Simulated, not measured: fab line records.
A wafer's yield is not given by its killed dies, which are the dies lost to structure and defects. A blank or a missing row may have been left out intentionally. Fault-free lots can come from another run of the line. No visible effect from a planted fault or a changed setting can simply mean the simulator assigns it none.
8D (eight disciplines) problem report, filled in by code -- flow nand_harc -- the parts of the form that need people (team, actions taken, sign-off) are left out

## 1. WHAT WENT WRONG
Mean of thk_nm at NHARC_A_ONON_D1_THK_MEAS_30: 842 nm across 2 wafers in 2 lots; on wafers with no fault it is 1000 nm (standard deviation 11). Relative to the usual mean, that is a shift of -14 standard deviations.
The step: measures by ellipsometry.
First observed at day 12 21:03: wafer L675.3, on film_metro-01. At this step, 38 wafers from 13 lots have a number in the record. Rule for "out" (also "out of limits"): further than 4 standard deviations from the usual mean. All remaining wafers that have a number are taken as sound.

## 2. WHAT IT IS AND WHAT IT IS NOT
question,is,is not
which readings at this step,thk_nm,-
which lots,"L675, L677","L664, L665, L667, L669, L670, L671, L672, L682, L685, L686, L687"
which wafers of those lots,"L675.3, L677.5","L675.2, L677.1, L677.2"
read on which gauges,"film_metro-01, film_metro-02",-
when,from day 12 21:03,"up to then (22 sound wafers); but 14 sound wafers of L677, L682, L685, L686, L687 came after"

## 3. WHAT RULES OUT EACH SUSPECT
Counting: if a tool at a process step up to the reading ran every lot that is out, it stays a suspect. Sound lots after the first of them don't rule it out here, since some wafers of a struck lot are sound.
- the gauge at NHARC_A_ONON_D1_THK_MEAS_30 is ruled out. The wafers that are out were read on 2 gauges (film_metro-01, film_metro-02).
- pecvd_onon-03 at NHARC_A_ONON_D1_DEP_28 (target thk 1000 nm): kept. It processed each lot that is out (first: L675, day 12 20:37); up to then, its last sound lot is L671 (day 11 03:45).
After counting, what remains is pecvd_onon-03 at NHARC_A_ONON_D1_DEP_28.

## 4. THE CAUSE (what the simulator had put in)
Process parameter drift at NHARC_A_ONON_D1_DEP_28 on pecvd_onon-03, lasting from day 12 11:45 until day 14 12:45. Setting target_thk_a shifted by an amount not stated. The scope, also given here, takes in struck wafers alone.
Counting left only this tool.

## 5. SEQUENCE OF EFFECTS, ordered by route
Each row: a reading whose mean over the struck wafers that have a number lies more than 3 standard deviations from the usual. Only readings whose record carries a usual standard deviation are examined. hours: median over the lots of the time between each lot's start at the first step of this table that gives one and its start at this step. sigmas: the change, counted in usual standard deviations.
hours,step,reading,usual,on struck wafers,change,sigmas
0,NHARC_A_ONON_D1_THK_MEAS_30,thk_nm,1000 nm,842,-158,-14
At these later measuring or inspecting steps, every struck wafer for which the step has a row has a number for every such reading, and none has moved that far: NHARC_A_CHANNEL_HOLE_D1_CD_MEAS_10.

## 6. WHAT WOULD HAVE CAUGHT IT SOONER
In this record the first reading out of limits at a measuring or inspecting step was taken at day 12 21:03, 9 hours after the fault began at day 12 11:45.
Tool readings at NHARC_A_ONON_D1_DEP_28 with a usual standard deviation given in the record: none out on any struck wafer, hence no alarm at a limit of 4 standard deviations on them.
Of the lots that are out (2), L677 began NHARC_A_ONON_D1_DEP_28 on pecvd_onon-03 after day 12 21:03. It would have been spared by a hold on the tool at that moment.
